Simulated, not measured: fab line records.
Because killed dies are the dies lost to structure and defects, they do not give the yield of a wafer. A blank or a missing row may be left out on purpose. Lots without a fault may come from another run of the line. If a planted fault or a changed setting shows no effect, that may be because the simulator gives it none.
fab line records -- flow n5Finfet
record lots=7, wafers=19, lastDay=19
route steps=1938 shown BEOL_M15@1784
lots that met no fault: taken from a fault-free run of the same line
startH: the number of hours between the record's first day and the start of the first shown wafer of the lot -- waitH: hours from the lot's prior step to this one -- " as in the row above -- L1.1+2: a row that stands for several wafers -- - either no value or no given start -- * or withheld: withheld -- < > ~ a bound
route shown NAME@n: a module of which the file shows steps, and the number in the route of the first -- usual: the fault-free wafers' mean and standard deviation -- same: alike in all rows -- chamber/n: place in a boat -- sites: per-site readings -- _std_site: their standard deviation -- _edge_site: the outer-site mean with the inner-site mean subtracted -- radiusMm: for every site, how far away it sits from the centre of the wafer -- mask NAME#n: copy n -- behind: the most recent tool/chamber to have shaped the wafer -- hold: why the lot was held/for how many hours/how that ended -- device: transistor that didn't switch, given as n, p or np -- end of line: at the end of the route, the tests of the same wafers -- for a step that has no rows: nothing shown but its recipe -- killed: at the first sort, the dies lost to defects and structure; wafer yield is something else -- map: a wafer's dies, marking killed ones x, the rest . and places with no die _
set.NAME: the run value of the setting; set.NAME@STEP: its run value at that earlier step -- model.NAME: the simulator's own value behind a step, which no gauge read
lots at some steps of the route; a table a step, a row a wafer
services: from which hour (startH, from the record's first day; less than 0 if before it) a tool's chamber was out of use, for how many hours, and why
## steps
# step N5_BEOL_M15_OVL_MEAS_11
# recipe pointsPerWafer=44
# usual V14_OVL=0/6.2
lot.wafer,tool,chamber,startH,waitH,V14_OVL[nm]
L504.1,overlay-01,0,244.08,0.0,8
L504.3,overlay-01,0,244.08,0.0,5
L504.6,overlay-01,0,244.08,0.0,2
L505.2,overlay-02,0,248.48,0.0,-10
L505.4,overlay-02,0,248.48,0.0,-8
L505.6,overlay-02,0,248.48,0.0,-7
L507.1,overlay-01,0,255.53,0.0,-6
L507.5,overlay-01,0,255.53,0.0,-1
L507.6,overlay-01,0,255.53,0.0,9
L520.1,overlay-02,0,412.22,0.0,-1
L520.4,overlay-02,0,412.22,0.0,-2
L523.2,overlay-01,0,412.85,0.0,-3
L523.3,overlay-01,0,412.85,0.0,4
L523.6,overlay-01,0,412.85,0.0,-3
L524.2,overlay-02,0,422.75,0.0,-7
L524.4,overlay-02,0,422.75,0.0,-13
L524.5,overlay-02,0,422.75,0.0,4
L513.1,overlay-02,0,423.02,0.0,7
L513.5,overlay-02,0,423.02,0.0,10
# step N5_BEOL_M15_INSPECT_12
# recipe mode=adi, inspectInstrument=macro
# usual rawDefectCount=2.2/1.4
lot.wafer,tool,chamber,startH,waitH,rawDefectCount
L504.1,defectInspect-01,-,244.10,0.0,4
L504.3,defectInspect-01,-,244.10,0.0,0
L504.6,defectInspect-01,-,244.10,0.0,2
L505.2,defectInspect-02,-,248.50,0.0,2
L505.4,defectInspect-02,-,248.50,0.0,4
L505.6,defectInspect-02,-,248.50,0.0,1
L507.1,defectInspect-01,-,255.55,0.0,1
L507.5,defectInspect-01,-,255.55,0.0,3
L507.6,defectInspect-01,-,255.55,0.0,2
L520.1,defectInspect-02,-,412.24,0.0,2
L520.4,defectInspect-02,-,412.24,0.0,1
L523.2,defectInspect-02,-,412.87,0.0,3
L523.3,defectInspect-02,-,412.87,0.0,1
L523.6,defectInspect-02,-,412.87,0.0,1
L524.2,defectInspect-01,-,422.77,0.0,1
L524.4,defectInspect-01,-,422.77,0.0,0
L524.5,defectInspect-01,-,422.77,0.0,0
L513.1,defectInspect-02,-,423.04,0.0,2
L513.5,defectInspect-02,-,423.04,0.0,1
# step N5_BEOL_M15_DESCUM_15
# recipe chemistry=O2, timeS=7.9, sourcePowerW=50, biasPowerW=20, pressureMtorr=20, rfFrequencyHz=2.712e+07, tempC=40, o2FlowSccm=225
# usual drypumpMotorCurrentA=5.6/0.67, oesProductAu=0.78/0.096, rfVppV=243.2/1.4, showerheadPlenumPTorr=2.11/0.071, throttleValvePct=20.50/0.27
lot.wafer,tool,chamber,startH,waitH,drypumpMotorCurrentA,oesProductAu,rfHoursCounterH,rfVppV,showerheadPlenumPTorr,throttleValvePct
L504.1,rieDiel-05,1,244.20,0.1,6.7,0.71,184,241.5,1.98,20.50
L504.3,rieDiel-05,2,244.20,0.1,5.3,0.68,227,242.1,2.14,20.45
L504.6,rieDiel-05,1,244.20,0.1,6.7,0.71,-,240.0,1.98,20.51
L505.2,rieDiel-05,3,249.03,0.5,4.9,0.87,44,245.1,2.22,20.46
L505.4,rieDiel-05,0,249.03,0.5,6.7,0.68,231,241.9,1.97,20.79
L505.6,rieDiel-05,2,249.03,0.5,5.3,0.70,-,242.2,2.14,20.44
L507.1,rieDiel-01,3,256.43,0.9,4.7,0.69,253,242.1,2.07,20.92
L507.5,rieDiel-01,0,256.43,0.9,5.0,0.75,-,243.0,2.17,20.76
L507.6,rieDiel-01,3,256.43,0.9,4.7,0.68,-,243.4,2.07,20.93
L520.1,rieDiel-01,0,412.28,0.0,5.0,0.72,225,243.0,2.16,20.84
L520.4,rieDiel-01,3,412.28,0.0,4.7,0.89,35,241.5,2.06,20.56
L523.2,rieDiel-05,3,412.90,0.0,4.9,0.83,82,244.7,2.21,20.52
L523.3,rieDiel-05,1,412.90,0.0,6.7,0.68,220,240.8,1.97,20.56
L523.6,rieDiel-05,2,412.90,0.0,5.3,0.99,-,245.8,2.13,20.10
L524.2,rieDiel-01,2,422.81,0.0,5.6,0.70,227,242.1,2.07,20.84
L524.4,rieDiel-01,1,422.81,0.0,5.2,0.87,43,242.9,2.12,20.12
L524.5,rieDiel-01,1,422.81,0.0,5.2,0.87,-,243.2,2.12,20.12
L513.1,rieDiel-05,3,423.08,0.0,4.9,0.82,86,244.7,2.21,20.52
L513.5,rieDiel-05,2,423.08,0.0,5.3,0.96,-,244.6,2.13,20.12
# step N5_BEOL_M15_ETCH_59
# recipe chemistry=N2/H2, target=BARC, targetDepthA=890, overetchA=267, timeS=67.9, ionEnergyEv=200, pressureMtorr=30, sourceW=840, biasW=150, n2FlowSccm=200, h2FlowSccm=200
# usual drypumpMotorCurrentA=5.6/0.67, oesProductAu=0.67/0.076, rfVppV=524.4/2.5, showerheadPlenumPTorr=2.56/0.09, throttleValvePct=17.93/0.23
lot.wafer,tool,chamber,startH,waitH,drypumpMotorCurrentA,oesProductAu,rfHoursCounterH,rfVppV,showerheadPlenumPTorr,throttleValvePct
L504.1,rieDiel-05,1,244.24,0.0,6.7,0.61,184,520.7,2.42,18.06
L504.3,rieDiel-05,2,244.24,0.0,5.3,0.59,227,526.1,2.61,17.96
L504.6,rieDiel-05,1,244.24,0.0,6.7,0.62,-,521.7,2.42,18.07
L505.2,rieDiel-05,3,249.07,0.0,4.9,0.74,44,530.0,2.71,17.91
L505.4,rieDiel-05,0,249.07,0.0,6.7,0.58,231,519.0,2.39,18.29
L505.6,rieDiel-05,2,249.07,0.0,5.3,0.59,-,525.4,2.61,17.96
L507.1,rieDiel-01,3,256.47,0.0,4.7,0.59,253,522.7,2.50,18.22
L507.5,rieDiel-01,0,256.47,0.0,5.0,0.64,-,527.6,2.63,18.19
L507.6,rieDiel-01,3,256.47,0.0,4.7,0.59,-,523.1,2.50,18.22
L520.1,rieDiel-01,0,412.31,0.0,5.0,0.61,225,526.1,2.62,18.25
L520.4,rieDiel-01,3,412.31,0.0,4.7,0.75,35,521.8,2.48,17.83
L523.2,rieDiel-05,3,412.94,0.0,5.0,0.70,82,527.6,2.69,17.95
L523.3,rieDiel-05,1,412.94,0.0,6.7,0.60,220,520.0,2.40,18.13
L523.6,rieDiel-05,2,412.94,0.0,5.3,0.83,-,524.2,2.60,17.57
L524.2,rieDiel-01,2,422.84,0.0,5.6,0.60,227,521.5,2.49,18.12
L524.4,rieDiel-01,1,422.84,0.0,5.2,0.75,43,525.9,2.58,17.58
L524.5,rieDiel-01,1,422.84,0.0,5.2,0.74,-,525.6,2.58,17.59
L513.1,rieDiel-05,3,423.11,0.0,5.0,0.70,86,527.0,2.69,17.98
L513.5,rieDiel-05,2,423.11,0.0,5.3,0.81,-,526.8,2.60,17.58
# step N5_BEOL_M15_VIA_ETCH_16
# recipe chemistry=C4F8/O2/Ar, target=SiO2, heInnerTorr=15, heOuterTorr=30, targetDepthA=17922, timeS=withheld, ionEnergyEv=800, pressureMtorr=20, sourceW=1905, biasW=2040, Ar_flow_sccm=400, C4F8_flow_sccm=16, O2_flow_sccm=12, ends=cleared
# usual drypumpMotorCurrentA=5.6/0.67, heInnerTorr=14.998/0.03, oesProductAu=0.71/0.087, rfVppV=2235/38, showerheadPlenumPTorr=3.46/0.1, throttleValvePct=31.00/0.26
lot.wafer,tool,chamber,startH,waitH,drypumpMotorCurrentA,heInnerTorr,oesProductAu,rfVppV,showerheadPlenumPTorr,throttleValvePct
L504.1,rieDiel-05,1,244.29,0.0,6.7,14.969,0.65,2174,3.32,31.37
L504.3,rieDiel-05,2,244.29,0.0,5.3,14.984,0.62,2224,3.55,31.01
L504.6,rieDiel-05,1,244.29,0.0,6.7,14.994,0.64,2172,3.32,31.34
L505.2,rieDiel-05,3,249.12,0.0,5.0,14.997,0.80,2208,3.62,30.82
L505.4,rieDiel-05,0,249.12,0.0,6.7,15.033,0.62,2240,3.28,31.42
L505.6,rieDiel-05,2,249.12,0.0,5.3,15.026,0.62,2225,3.54,31.02
L507.1,rieDiel-01,3,256.52,0.0,4.7,14.977,0.62,2234,3.38,31.20
L507.5,rieDiel-01,0,256.52,0.0,5.0,15.044,0.67,2303,3.54,31.08
L507.6,rieDiel-01,3,256.52,0.0,4.7,14.987,0.62,2231,3.38,31.18
L520.1,rieDiel-01,0,412.37,0.0,5.0,15.019,0.64,2302,3.52,31.11
L520.4,rieDiel-01,3,412.37,0.0,4.8,14.999,0.80,2232,3.36,30.92
L523.2,rieDiel-05,3,412.99,0.0,5.0,15.015,0.74,2206,3.59,30.83
L523.3,rieDiel-05,1,412.99,0.0,6.7,15.037,0.63,2171,3.30,31.37
L523.6,rieDiel-05,2,412.99,0.0,5.3,15.000,0.88,2224,3.53,30.83
L524.2,rieDiel-01,2,422.89,0.0,5.6,15.024,0.63,2284,3.40,31.25
L524.4,rieDiel-01,1,422.89,0.0,5.2,14.987,0.80,2244,3.51,30.82
L524.5,rieDiel-01,1,422.89,0.0,5.2,14.981,0.79,2242,3.51,30.79
L513.1,rieDiel-05,3,423.16,0.0,5.0,15.055,0.73,2204,3.59,30.84
L513.5,rieDiel-05,2,423.16,0.0,5.3,15.015,0.86,2224,3.53,30.82
# step N5_BEOL_M15_STRIP_63
# recipe chemistry=O2, powerW=600, tempC=60, pressureMtorr=30, rfFrequencyHz=6e+07, biasPowerW=0, overashFraction=0.3, o2FlowSccm=225
# usual drypumpMotorCurrentA=5.6/0.67, oesProductAu=0.78/0.096, rfVppV=3.6/0.8, showerheadPlenumPTorr=2.11/0.071, throttleValvePct=16.74/0.27
lot.wafer,tool,chamber,startH,waitH,drypumpMotorCurrentA,oesProductAu,rfHoursCounterH,rfVppV,showerheadPlenumPTorr,throttleValvePct
L504.1,rieDiel-05,1,-,-,6.7,0.71,184,3.3,1.98,16.77
L504.3,rieDiel-05,2,-,-,5.3,0.68,227,3.5,2.15,16.76
L504.6,rieDiel-05,1,-,-,6.7,0.71,-,3.0,1.98,16.76
L505.2,rieDiel-05,3,-,-,5.0,0.87,44,3.3,2.23,16.67
L505.4,rieDiel-05,0,-,-,6.7,0.67,231,3.4,1.97,17.06
L505.6,rieDiel-05,2,-,-,5.3,0.68,-,4.0,2.14,16.73
L507.1,rieDiel-01,3,-,-,4.7,0.67,254,2.5,2.08,17.13
L507.5,rieDiel-01,0,-,-,5.0,0.74,-,1.8,2.18,17.00
L507.6,rieDiel-01,3,-,-,4.7,0.69,-,5.3,2.08,17.13
L520.1,rieDiel-01,0,-,-,5.1,0.73,225,4.4,2.16,17.09
L520.4,rieDiel-01,3,-,-,4.7,0.88,35,4.7,2.06,16.73
L523.2,rieDiel-05,3,-,-,4.9,0.82,82,2.6,2.21,16.75
L523.3,rieDiel-05,1,-,-,6.7,0.69,220,3.7,1.97,16.83
L523.6,rieDiel-05,2,-,-,5.3,0.98,-,4.0,2.13,16.30
L524.2,rieDiel-01,2,-,-,5.6,0.70,227,2.8,2.08,17.08
L524.4,rieDiel-01,1,-,-,5.2,0.88,43,3.4,2.12,16.33
L524.5,rieDiel-01,1,-,-,5.2,0.87,-,4.0,2.12,16.35
L513.1,rieDiel-05,3,-,-,4.9,0.82,86,2.6,2.21,16.75
L513.5,rieDiel-05,2,-,-,5.3,0.97,-,4.0,2.13,16.32
# step N5_BEOL_M15_STRIP_64
# recipe chemistry=O2, powerW=600, tempC=60, pressureMtorr=30, rfFrequencyHz=6e+07, biasPowerW=0, overashFraction=0.3, o2FlowSccm=225
# step N5_BEOL_M15_STRIP_65
# recipe chemistry=postEtchResidueRemover, timeS=60, tempC=25, removerPh=withheld, removerWaterWtPct=withheld, removerFluorideWtPct=withheld
# step N5_BEOL_M15_SRD_66
# recipe timeS=30, tempC=23, rinseLiquid=diw, dry=n2Spin, spinRpm=1500, dryTimeS=30
# step N5_BEOL_M15_CD_MEAS_17
# recipe targetCdNm=360, polarity=opening
# usual cdNm=359.4/2.2
lot.wafer,tool,chamber,startH,waitH,cdNm
L504.1,cdSem-03,-,244.70,0.0,357.4
L504.3,cdSem-03,-,244.70,0.0,359.7
L504.6,cdSem-03,-,244.70,0.0,357.8
L505.2,cdSem-03,-,249.54,0.0,359.7
L505.4,cdSem-03,-,249.54,0.0,360.1
L505.6,cdSem-03,-,249.54,0.0,358.5
L507.1,cdSem-03,-,256.93,0.0,356.6
L507.5,cdSem-03,-,256.93,0.0,357.4
L507.6,cdSem-03,-,256.93,0.0,357.2
L520.1,cdSem-01,-,412.78,0.0,355.4
L520.4,cdSem-01,-,412.78,0.0,359.8
L523.2,cdSem-03,-,413.40,0.0,356.4
L523.3,cdSem-03,-,413.40,0.0,356.5
L523.6,cdSem-03,-,413.40,0.0,356.8
L524.2,cdSem-01,-,423.31,0.0,356.1
L524.4,cdSem-01,-,423.31,0.0,357.0
L524.5,cdSem-01,-,423.31,0.0,359.7
L513.1,cdSem-03,-,423.58,0.0,359.5
L513.5,cdSem-03,-,423.58,0.0,359.7
# step N5_BEOL_M15_COAT_56
# recipe resist=SOC, tempC=250, timeS=60, spinRpm=1500, resistThkNm=550
# step N5_BEOL_M15_ETCH_57
# recipe chemistry=N2/H2, target=SOC, sourceW=3000, biasW=350, timeS=750, ionEnergyEv=200, pressureMtorr=30, n2FlowSccm=200, h2FlowSccm=200
# usual drypumpMotorCurrentA=5.6/0.66, oesProductAu=0.79/0.094, rfVppV=524.7/2.5, showerheadPlenumPTorr=2.57/0.087, throttleValvePct=17.79/0.23
lot.wafer,tool,chamber,startH,waitH,drypumpMotorCurrentA,oesProductAu,rfHoursCounterH,rfVppV,showerheadPlenumPTorr,throttleValvePct
L504.1,rieDiel-05,0,244.87,-,6.7,0.68,229,519.9,2.39,18.15
L504.3,rieDiel-05,3,244.87,-,4.9,0.88,43,528.6,2.71,17.78
L504.6,rieDiel-05,1,244.87,-,6.7,0.71,-,519.5,2.42,17.95
L505.2,rieDiel-06,1,249.64,-,5.4,0.71,206,523.2,2.51,17.85
L505.4,rieDiel-06,3,249.64,-,5.4,0.72,193,522.9,2.52,17.94
L505.6,rieDiel-06,1,249.64,-,5.3,0.71,-,522.2,2.51,17.83
L507.1,rieDiel-06,0,257.26,-,6.4,0.80,95,527.7,2.68,17.52
L507.5,rieDiel-06,3,257.26,-,5.4,0.71,-,523.0,2.52,17.94
L507.6,rieDiel-06,0,257.26,-,6.4,0.81,-,530.1,2.68,17.52
L520.1,rieDiel-01,1,412.88,-,5.2,0.88,38,524.9,2.58,17.47
L520.4,rieDiel-01,0,412.88,-,5.0,0.71,225,526.9,2.61,18.15
L523.2,rieDiel-05,2,413.50,-,5.3,0.98,5,525.0,2.60,17.46
L523.3,rieDiel-05,0,413.50,-,6.7,0.91,14,528.7,2.69,17.88
L523.6,rieDiel-05,3,413.50,-,5.0,0.82,-,527.5,2.69,17.88
L524.2,rieDiel-05,3,423.49,-,5.0,0.82,86,527.0,2.69,17.88
L524.4,rieDiel-05,1,423.49,-,6.7,0.68,224,519.7,2.40,18.03
L524.5,rieDiel-05,3,423.49,-,5.0,0.82,-,526.4,2.69,17.89
L513.1,rieDiel-06,0,423.68,-,6.4,0.76,138,526.7,2.66,17.59
L513.5,rieDiel-06,0,423.68,-,6.4,0.77,-,527.5,2.66,17.60
# step N5_BEOL_M15_COAT_60
# recipe resist=BARC, tempC=205, timeS=60, spinRpm=1500, resistThkNm=89
# usual dispensePressureKPa=50.0/2.6, heaterPowerTotalW=391.7/1.3, runLengthS=66.05/0.18
lot.wafer,tool,chamber,startH,waitH,dispensePressureKPa,heaterPowerTotalW,runLengthS
L504.1,lithoTrack-04,0,245.38,0.3,49.9,393.7,66.07
L504.3,lithoTrack-04,0,245.38,0.3,49.9,389.5,66.07
L504.6,lithoTrack-04,0,245.38,0.3,49.9,390.3,66.10
L505.2,lithoTrack-02,0,250.15,0.3,53.3,392.6,66.22
L505.4,lithoTrack-02,0,250.15,0.3,53.3,389.8,66.20
L505.6,lithoTrack-02,0,250.15,0.3,53.2,392.6,66.16
L507.1,lithoTrack-03,0,257.76,0.3,47.0,390.8,65.79
L507.5,lithoTrack-03,0,257.76,0.3,47.0,391.4,65.86
L507.6,lithoTrack-03,0,257.76,0.3,47.0,391.3,65.79
L520.1,lithoTrack-03,0,413.38,0.3,47.0,418.7,59.53
L520.4,lithoTrack-03,0,413.38,0.3,47.0,392.6,65.88
L523.2,lithoTrack-03,0,414.00,0.3,47.0,393.0,65.75
L523.3,lithoTrack-03,0,414.00,0.3,47.0,422.4,59.45
L523.6,lithoTrack-03,0,414.00,0.3,47.0,393.5,65.74
L524.2,lithoTrack-04,0,423.99,0.3,50.0,391.7,66.48
L524.4,lithoTrack-04,0,423.99,0.3,50.0,392.0,66.00
L524.5,lithoTrack-04,0,423.99,0.3,50.0,393.1,66.13
L513.1,lithoTrack-03,0,424.18,0.3,47.0,421.1,59.30
L513.5,lithoTrack-03,0,424.18,0.3,47.0,389.8,65.77
# step N5_BEOL_M15_COAT_22
# recipe spinRpm=1704, resistThkNm=800
## services
tool,chamber,startH,hours,kind
rieDiel-01,1,249.23,-,clean
rieDiel-01,1,249.23,-,consumableReplace:focusRing
rieDiel-01,1,249.23,20.2,scheduledDown
rieDiel-01,1,249.23,20.2,ventCycle
rieDiel-05,-,253.99,4.3,pm
rieDiel-01,3,269.48,-,clean
rieDiel-05,-,284.08,2.4,repair
rieDiel-01,1,294.48,7.1,repair
rieDiel-05,-,320.91,14.6,pm
rieDiel-05,0,348.78,2.5,repair
rieDiel-06,3,349.43,8.6,repair
rieDiel-05,0,357.79,-,clean
rieDiel-05,0,357.79,-,consumableReplace:focusRing
rieDiel-05,0,357.79,-,consumableReplace:showerhead
rieDiel-05,0,357.79,13.4,scheduledDown
rieDiel-05,0,357.79,13.4,ventCycle
rieDiel-01,0,362.90,12.3,repair
rieDiel-05,1,368.33,8.1,repair
rieDiel-05,2,376.45,-,clean
rieDiel-05,2,376.45,-,consumableReplace:focusRing
rieDiel-05,2,376.45,16.2,scheduledDown
rieDiel-05,2,376.45,16.2,ventCycle
rieDiel-06,1,418.76,6.1,repair
rieDiel-05,-,419.60,1.1,repair
## key
firstSign step=N5_BEOL_M15_COAT_60, reading=runLengthS, direction=down, sigmas=38, usual=*, struck=*
effect step=N5_BEOL_M15_COAT_60, reading=heaterPowerTotalW, direction=up, sigmas=22, usual=*, struck=*
metAt N5_BEOL_M15_COAT_60
struckWafers L513.1,L520.1,L523.3
onsetBetween 257.76 413.38
fault kind=processParameterDrift, tool=lithoTrack-03, chamber=-, onsetH=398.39, steps=N5_BEOL_M15_COAT_60, channel=timeS, offset=*, shape=step, endH=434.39, scope=struckWafersOnly, actsIn=*, stated=*
